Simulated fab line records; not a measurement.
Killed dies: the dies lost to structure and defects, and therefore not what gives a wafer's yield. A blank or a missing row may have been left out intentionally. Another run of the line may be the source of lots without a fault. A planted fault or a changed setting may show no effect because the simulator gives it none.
Matching of chambers :: flow n5_finfet :: N5_MOL_CONTACT_COAG_ETCH_106 on rie_diel-06 has 4 sister chambers
The step etches SOC in N2/H2, target depth 80 nm, overetch 16 nm, time 120 s. 4 wafers are shown with their chamber, then 9 later ones without.

WAFERS PAIRED WITH THEIR CHAMBERS
wafer: L083.4
chamber: 1
throttle_valve_pct (%): 17.80

wafer: L085.5
chamber: 2
throttle_valve_pct (%): 17.76

wafer: L086.3
chamber: 0
throttle_valve_pct (%): 18.26

wafer: L086.5
chamber: 3
throttle_valve_pct (%): 17.92

WAFERS WITH NO CHAMBER GIVEN
wafer: L089.1
throttle_valve_pct (%): 17.75

wafer: L089.5
throttle_valve_pct (%): 18.27

wafer: L089.6
throttle_valve_pct (%): 17.93

wafer: L093.2
throttle_valve_pct (%): 18.28

wafer: L093.4
throttle_valve_pct (%): 17.78

wafer: L093.5
throttle_valve_pct (%): 17.95

wafer: L096.2
throttle_valve_pct (%): 18.29

wafer: L096.4
throttle_valve_pct (%): 18.31

wafer: L096.5
throttle_valve_pct (%): 17.81

THE CHAMBER EACH PASSED THROUGH
wafer: L089.1
from the rows above: can't be placed: 2 or 1
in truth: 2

wafer: L089.5
from the rows above: 0
in truth: 0

wafer: L089.6
from the rows above: 3
in truth: 3

wafer: L093.2
from the rows above: 0
in truth: 0

wafer: L093.4
from the rows above: can't be placed: 1 or 2
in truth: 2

wafer: L093.5
from the rows above: 3
in truth: 3

wafer: L096.2
from the rows above: 0
in truth: 0

wafer: L096.4
from the rows above: 0
in truth: 0

wafer: L096.5
from the rows above: can't be placed: 1 or 2
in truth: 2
Correct placement for 6 of the 9. Not placeable from these rows: 3 (in 3, the candidates include the true chamber). Number placed wrongly: 0.
How it was worked out, from the rows above alone: a wafer's distance from a chamber is the root of the sum, over the readings, of the square of ((its reading less the chamber's mean) divided by the reading's scatter). If the next closest chamber is less than 2 further off than the closest, the wafer can't be placed; otherwise it belongs to the closest. A chamber's mean is the mean of its shown wafers. The scatter (one wafer shown for each chamber): square how far every hidden wafer sits from the nearest shown wafer, average those squares and take the square root.
